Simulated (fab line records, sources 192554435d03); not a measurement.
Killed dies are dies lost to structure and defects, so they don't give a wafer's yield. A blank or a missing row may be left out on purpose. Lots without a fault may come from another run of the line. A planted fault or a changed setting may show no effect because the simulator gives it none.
Which tool did it? | flow n5_finfet | 21 lots, 63 wafers sampled, at 5 steps of a route of 1938

WHAT THE GAUGES READ, wafer by wafer
N5_STI_FIN_REVEAL_THK_MEAS_05. Usual: thk_nm 131.4 nm, standard deviation 1.2.
lot  | measured    | on            | thk_nm (nm)       | flag
L074 | day 2 10:55 | film_metro-01 | 129.5 130.0 131.4 |
L075 | day 2 16:09 | film_metro-01 | 129.2 129.2 129.8 |
L076 | day 3 01:20 | film_metro-02 | 131.2 131.3 131.1 |
L077 | day 3 03:34 | film_metro-02 | 132.5 131.0 131.3 |
L078 | day 3 08:57 | film_metro-02 | 132.1 131.9 131.7 |
L079 | day 3 17:25 | film_metro-01 | 131.8 130.4 130.0 |
L080 | day 3 22:18 | film_metro-01 | 129.8 130.0 130.2 |
L081 | day 4 05:05 | film_metro-01 | 132.0 132.6 132.3 |
L082 | day 4 10:56 | film_metro-01 | 131.7 132.7 132.4 |
L083 | day 5 00:11 | film_metro-02 | 131.5 132.0 130.6 |
L084 | day 5 00:28 | film_metro-01 | 130.2 130.5 129.2 |
L086 | day 5 09:44 | film_metro-01 | 132.6 132.7 131.9 |
L087 | day 5 16:20 | film_metro-01 | 130.0 131.1 131.2 |
L088 | day 6 01:45 | film_metro-01 | 132.1 131.0 132.0 |
L089 | day 6 03:34 | film_metro-02 | 132.0 131.8 131.7 |
L090 | day 6 11:43 | film_metro-02 | 130.5 129.4 132.2 |
L091 | day 6 17:14 | film_metro-02 | 131.8 133.3 132.8 |
L092 | day 7 00:25 | film_metro-02 | 129.4 131.5 130.6 |
L095 | day 7 16:15 | film_metro-01 | 131.5 132.4 134.1 |
L096 | day 7 21:43 | film_metro-02 | 131.2 132.2 130.6 |
L097 | day 8 04:12 | film_metro-01 | 132.5 131.1 132.6 |

N5_DUMMY_GATE_INSPECT_27: inspects for defects (brightfield). Usual: raw_defect_count 285, standard deviation 69.
lot  | measured    | on                | raw_defect_count | flag
L074 | day 3 00:05 | defect_inspect-01 | 209 276 224      |
L075 | day 3 05:38 | defect_inspect-01 | 250 334 337      |
L076 | day 3 15:02 | defect_inspect-01 | 123 223 277      |
L077 | day 3 17:10 | defect_inspect-02 | 271 202 211      |
L078 | day 3 22:49 | defect_inspect-02 | 394 403 306      |
L079 | day 4 06:39 | defect_inspect-01 | 239 239 184      |
L080 | day 4 13:46 | defect_inspect-01 | 252 177 211      |
L081 | day 4 18:17 | defect_inspect-01 | 290 445 258      |
L082 | day 5 01:07 | defect_inspect-02 | 449 380 296      |
L083 | day 5 13:29 | defect_inspect-01 | 241 219 188      |
L084 | day 5 17:28 | defect_inspect-02 | 343 204 235      |
L086 | day 6 01:21 | defect_inspect-01 | 339 255 297      |
L087 | day 6 06:25 | defect_inspect-01 | 229 229 159      |
L088 | day 6 15:10 | defect_inspect-02 | 215 325 277      |
L089 | day 6 17:12 | defect_inspect-02 | 295 371 424      |
L090 | day 7 05:13 | defect_inspect-02 | 329 307 244      |
L091 | day 7 06:45 | defect_inspect-01 | 263 325 304      |
L092 | day 7 16:03 | defect_inspect-02 | 324 234 418      |
L095 | day 8 07:33 | defect_inspect-02 | 209 246 265      |
L096 | day 8 11:47 | defect_inspect-02 | 308 264 337      |
L097 | day 8 17:35 | defect_inspect-01 | 289 375 248      |

WHICH TOOL RAN EACH LOT (tool, then ch and the chambers of the sampled wafers, then the start)
lot  | N5_FIN_CUT_ETCH_30                | N5_FIN_CUT_CUT_ETCH_27            | N5_STI_FIN_REVEAL_ETCHBACK_08
L074 | rie_diel-05 ch 0,1,3, day 2 04:31 | rie_diel-05 ch 0,1,3, day 2 04:58 | rie_diel-04 ch 0,1,2, day 2 11:09
L075 | rie_diel-06 ch 1,2,3, day 2 09:50 | rie_diel-06 ch 1,2,3, day 2 10:17 | rie_diel-02 ch 2,3, day 2 16:37
L076 | rie_diel-01 ch 0,1,3, day 2 19:01 | rie_diel-01 ch 0,1,3, day 2 19:28 | rie_diel-03 ch 1,2,3, day 3 01:53
L077 | rie_diel-01 ch 0,3, day 2 20:54   | rie_diel-01 ch 0,3, day 2 21:21   | rie_diel-04 ch 0,2,3, day 3 03:59
L078 | rie_diel-05 ch 0,1,2, day 3 02:39 | rie_diel-05 ch 0,1,2, day 3 03:06 | rie_diel-03 ch 0,1,2, day 3 09:26
L079 | rie_diel-01 ch 1,2,3, day 3 10:13 | rie_diel-01 ch 1,2,3, day 3 10:40 | rie_diel-02 ch 0,1,3, day 3 17:40
L080 | rie_diel-01 ch 0,2,3, day 3 16:00 | rie_diel-01 ch 0,2,3, day 3 16:27 | rie_diel-03 ch 0,2, day 3 22:32
L081 | rie_diel-06 ch 0,2,3, day 3 22:03 | rie_diel-06 ch 0,2,3, day 3 22:30 | rie_diel-04 ch 1,2,3, day 4 05:20
L082 | rie_diel-05 ch 0,2,3, day 4 04:37 | rie_diel-05 ch 0,2,3, day 4 05:04 | rie_diel-04 ch 1,2,3, day 4 11:10
L083 | rie_diel-06 ch 0,2,3, day 4 15:39 | rie_diel-06 ch 0,2,3, day 4 16:05 | rie_diel-03 ch 0,1,2, day 5 00:26
L084 | rie_diel-01 ch 0,1,2, day 4 16:05 | rie_diel-01 ch 0,1,2, day 4 16:32 | rie_diel-03 ch 1,2,3, day 5 00:53
L086 | rie_diel-01 ch 0,2,3, day 5 03:23 | rie_diel-01 ch 0,2,3, day 5 03:50 | rie_diel-04 ch 0,1,2, day 5 10:01
L087 | rie_diel-06 ch 2,3, day 5 09:59   | rie_diel-06 ch 2,3, day 5 10:26   | rie_diel-02 ch 0,1,3, day 5 16:35
L088 | rie_diel-06 ch 0,1,3, day 5 19:23 | rie_diel-06 ch 0,1,3, day 5 19:49 | rie_diel-04 ch 1,2,3, day 6 01:59
L089 | rie_diel-06 ch 1,2,3, day 5 21:08 | rie_diel-06 ch 1,2,3, day 5 21:35 | rie_diel-02 ch 0,1,2, day 6 04:01
L090 | rie_diel-05 ch 0,3, day 6 04:56   | rie_diel-05 ch 0,3, day 6 05:23   | rie_diel-02 ch 0,1,2, day 6 12:06
L091 | rie_diel-01 ch 0,1,3, day 6 09:40 | rie_diel-01 ch 0,1,3, day 6 10:07 | rie_diel-03 ch 0,2, day 6 17:36
L092 | rie_diel-05 ch 1,2,3, day 6 18:06 | rie_diel-05 ch 1,2,3, day 6 18:33 | rie_diel-02 ch 0,2,3, day 7 00:42
L095 | rie_diel-06 ch 1,2, day 7 09:55   | rie_diel-06 ch 1,2, day 7 10:22   | rie_diel-02 ch 0,1,2, day 7 16:31
L096 | rie_diel-01 ch 0,1,2, day 7 15:23 | rie_diel-01 ch 0,1,2, day 7 15:50 | rie_diel-04 ch 0,1,3, day 7 22:01
L097 | rie_diel-01 ch 1,2, day 7 20:49   | rie_diel-01 ch 1,2, day 7 21:16   | rie_diel-02 ch 0,1,2, day 8 04:26
- N5_FIN_CUT_ETCH_30: etches underlayer in N2/H2, target depth 13 nm, time 10.4 s.
- N5_FIN_CUT_CUT_ETCH_27: etches SiO2 in CHF3/O2, target depth 4 nm, overetch 2 nm, time 4.9 s.
- N5_STI_FIN_REVEAL_ETCHBACK_08: etches SiO2 in C4F6/O2, target depth 30.5 nm, time 10.167 s.

WHAT THE TOOLS THEMSELVES READ (means of the sampled wafers that have a number; where no wafer has one, the mark that the record gives instead)
N5_FIN_CUT_ETCH_30. Usual: drypump_motor_current_A 5.9 A, standard deviation 0.37; etch_rf_on_time_s 10.39 s, standard deviation 0.28; oes_product_au 0.64 a.u., standard deviation 0.038; rf_vpp_V 522.9 V, standard deviation 2.6; showerhead_plenum_p_Torr 2.50 Torr, standard deviation 0.084; throttle_valve_pct 17.98 %, standard deviation 0.25.
lot  | tool        | drypump_motor_current_A (A) | etch_rf_on_time_s (s) | oes_product_au (a.u.) | rf_vpp_V (V) | showerhead_plenum_p_Torr (Torr) | throttle_valve_pct (%) | flag
L074 | rie_diel-05 | 6.2                         | 10.32                 | 0.64                  | 524.3        | 2.54                            | 17.99                  |
L075 | rie_diel-06 | 5.7                         | 10.31                 | 0.67                  | 522.3        | 2.48                            | 17.93                  |
L076 | rie_diel-01 | 6.0                         | 10.51                 | 0.63                  | 523.7        | 2.53                            | 17.98                  |
L077 | rie_diel-01 | 5.8                         | 10.35                 | 0.64                  | 525.4        | 2.57                            | 17.97                  |
L078 | rie_diel-05 | 6.2                         | 10.11                 | 0.64                  | 521.2        | 2.46                            | 17.80                  |
L079 | rie_diel-01 | 5.7                         | 10.48                 | 0.63                  | 524.3        | 2.55                            | 18.01                  |
L080 | rie_diel-01 | 5.7                         | 10.24                 | 0.63                  | 523.1        | 2.52                            | 18.02                  |
L081 | rie_diel-06 | 5.8                         | 10.30                 | 0.68                  | 522.8        | 2.49                            | 18.11                  |
L082 | rie_diel-05 | 6.3                         | 10.29                 | 0.61                  | 523.0        | 2.49                            | 17.96                  |
L083 | rie_diel-06 | 5.9                         | 10.28                 | 0.68                  | 522.9        | 2.49                            | 18.12                  |
L084 | rie_diel-01 | 5.8                         | 10.41                 | 0.62                  | 521.4        | 2.47                            | 18.04                  |
L086 | rie_diel-01 | 5.7                         | 10.32                 | 0.62                  | 522.5        | 2.51                            | 18.02                  |
L087 | rie_diel-06 | 6.0                         | 10.32                 | 0.67                  | 522.3        | 2.49                            | 18.18                  |
L088 | rie_diel-06 | 5.7                         | 10.65                 | 0.63                  | 523.1        | 2.54                            | 18.03                  |
L089 | rie_diel-06 | 5.7                         | 10.15                 | 0.65                  | 522.3        | 2.47                            | 17.99                  |
L090 | rie_diel-05 | 6.3                         | 10.31                 | 0.61                  | 524.2        | 2.57                            | 18.19                  |
L091 | rie_diel-01 | 6.0                         | 10.68                 | 0.61                  | 523.7        | 2.52                            | 18.03                  |
L092 | rie_diel-05 | 6.1                         | 10.12                 | 0.62                  | 523.3        | 2.52                            | 17.71                  |
L095 | rie_diel-06 | 5.5                         | 10.15                 | 0.67                  | 519.4        | 2.40                            | 17.89                  |
L096 | rie_diel-01 | 5.8                         | 10.50                 | 0.67                  | 522.2        | 2.47                            | 17.93                  |
L097 | rie_diel-01 | 5.8                         | 10.62                 | 0.68                  | 523.5        | 2.50                            | 17.93                  |

N5_FIN_CUT_CUT_ETCH_27. Usual: drypump_motor_current_A 5.9 A, standard deviation 0.38; oes_f_703_au 0.75 a.u., standard deviation 0.047; oes_product_au 0.59 a.u., standard deviation 0.032; rf_vpp_V 523 V, standard deviation 6.7; showerhead_plenum_p_Torr 2.38 Torr, standard deviation 0.08; throttle_valve_pct 18.95 %, standard deviation 0.21.
lot  | tool        | drypump_motor_current_A (A) | oes_f_703_au (a.u.) | oes_product_au (a.u.) | rf_vpp_V (V) | showerhead_plenum_p_Torr (Torr) | throttle_valve_pct (%) | flag
L074 | rie_diel-05 | 6.2                         | 0.76                | 0.58                  | 524          | 2.41                            | 18.95                  |
L075 | rie_diel-06 | 5.7                         | 0.79                | 0.62                  | 520          | 2.35                            | 18.88                  |
L076 | rie_diel-01 | 6.0                         | 0.75                | 0.60                  | 523          | 2.41                            | 18.98                  |
L077 | rie_diel-01 | 5.8                         | 0.76                | 0.59                  | 522          | 2.45                            | 19.00                  |
L078 | rie_diel-05 | 6.2                         | 0.75                | 0.58                  | 522          | 2.33                            | 18.83                  |
L079 | rie_diel-01 | 5.6                         | 0.75                | 0.58                  | 526          | 2.43                            | 19.03                  |
L080 | rie_diel-01 | 5.7                         | 0.74                | 0.58                  | 524          | 2.40                            | 18.99                  |
L081 | rie_diel-06 | 5.8                         | 0.80                | 0.62                  | 519          | 2.36                            | 19.02                  |
L082 | rie_diel-05 | 6.2                         | 0.73                | 0.57                  | 530          | 2.36                            | 18.95                  |
L083 | rie_diel-06 | 5.8                         | 0.79                | 0.62                  | 518          | 2.36                            | 19.03                  |
L084 | rie_diel-01 | 5.8                         | 0.72                | 0.57                  | 527          | 2.36                            | 18.99                  |
L086 | rie_diel-01 | 5.7                         | 0.74                | 0.57                  | 526          | 2.40                            | 19.00                  |
L087 | rie_diel-06 | 6.0                         | 0.78                | 0.62                  | 520          | 2.35                            | 19.11                  |
L088 | rie_diel-06 | 5.7                         | 0.75                | 0.60                  | 520          | 2.40                            | 18.93                  |
L089 | rie_diel-06 | 5.7                         | 0.77                | 0.60                  | 520          | 2.34                            | 18.93                  |
L090 | rie_diel-05 | 6.2                         | 0.72                | 0.56                  | 531          | 2.42                            | 19.12                  |
L091 | rie_diel-01 | 6.0                         | 0.72                | 0.57                  | 523          | 2.40                            | 19.03                  |
L092 | rie_diel-05 | 6.1                         | 0.73                | 0.57                  | 530          | 2.40                            | 18.75                  |
L095 | rie_diel-06 | 5.5                         | 0.79                | 0.60                  | 518          | 2.28                            | 18.85                  |
L096 | rie_diel-01 | 5.8                         | 0.79                | 0.62                  | 525          | 2.35                            | 18.90                  |
L097 | rie_diel-01 | 5.8                         | 0.79                | 0.63                  | 526          | 2.37                            | 18.93                  |

N5_STI_FIN_REVEAL_ETCHBACK_08. Usual: drypump_motor_current_A 5.8 A, standard deviation 0.42; oes_f_703_au 0.78 a.u., standard deviation 0.083; oes_product_au 0.77 a.u., standard deviation 0.094; rf_vpp_V 667 V, standard deviation 17; showerhead_plenum_p_Torr 2.85 Torr, standard deviation 0.096; throttle_valve_pct 21.17 %, standard deviation 0.2.
lot  | tool        | drypump_motor_current_A (A) | oes_f_703_au (a.u.) | oes_product_au (a.u.) | rf_vpp_V (V) | showerhead_plenum_p_Torr (Torr) | throttle_valve_pct (%) | flag
L074 | rie_diel-04 | 5.8                         | 0.74                | 0.74                  | 669          | 2.85                            | 21.21                  |
L075 | rie_diel-02 | 6.0                         | 0.77                | 0.77                  | 657          | 2.83                            | 21.04                  |
L076 | rie_diel-03 | 5.7                         | 0.78                | 0.78                  | 675          | 2.89                            | 21.29                  |
L077 | rie_diel-04 | 5.8                         | 0.78                | 0.78                  | 657          | 2.78                            | 21.15                  |
L078 | rie_diel-03 | 5.6                         | 0.71                | 0.70                  | 671          | 2.87                            | 21.42                  |
L079 | rie_diel-02 | 5.9                         | 0.80                | 0.80                  | 674          | 2.86                            | 20.99                  |
L080 | rie_diel-03 | 5.5                         | 0.70                | 0.69                  | 676          | 2.83                            | 21.39                  |
L081 | rie_diel-04 | 5.8                         | 0.80                | 0.80                  | 658          | 2.87                            | 21.11                  |
L082 | rie_diel-04 | 5.8                         | 0.79                | 0.79                  | 657          | 2.87                            | 21.11                  |
L083 | rie_diel-03 | 5.6                         | 0.70                | 0.69                  | 670          | 2.86                            | 21.44                  |
L084 | rie_diel-03 | 5.7                         | 0.76                | 0.77                  | 674          | 2.88                            | 21.34                  |
L086 | rie_diel-04 | 5.8                         | 0.81                | 0.82                  | 673          | 2.96                            | 21.15                  |
L087 | rie_diel-02 | 5.9                         | 0.78                | 0.79                  | 675          | 2.85                            | 21.00                  |
L088 | rie_diel-04 | 5.8                         | 0.78                | 0.77                  | 658          | 2.86                            | 21.11                  |
L089 | rie_diel-02 | 5.8                         | 0.80                | 0.79                  | 659          | 2.78                            | 21.11                  |
L090 | rie_diel-02 | 5.8                         | 0.80                | 0.79                  | 658          | 2.78                            | 21.12                  |
L091 | rie_diel-03 | 5.4                         | 0.68                | 0.67                  | 675          | 2.81                            | 21.42                  |
L092 | rie_diel-02 | 6.0                         | 0.78                | 0.79                  | 670          | 2.86                            | 21.04                  |
L095 | rie_diel-02 | 5.8                         | 0.79                | 0.78                  | 660          | 2.77                            | 21.14                  |
L096 | rie_diel-04 | 5.6                         | 0.84                | 0.84                  | 663          | 2.93                            | 21.00                  |
L097 | rie_diel-02 | 5.8                         | 0.78                | 0.77                  | 659          | 2.77                            | 21.14                  |

THE ANSWER, worked out from the rows above alone
Rule: a lot is off if the mean of its wafers that have a number lies more than 3 standard deviations from the usual mean. A lot without any number at a reading at which 4 lots or more have one is off too. The other lots that the step has rows for count as sound. The gauges are gone through in route order, then the tools' own readings, and for those a lot's mean is taken as printed above. The first step at which some lot is off is used, and at that step the reading that is off furthest; a lot without a number counts as furthest.
No lot is off at any reading shown: from this, nothing can be told.

WHAT THE SIMULATOR HAD PUT IN
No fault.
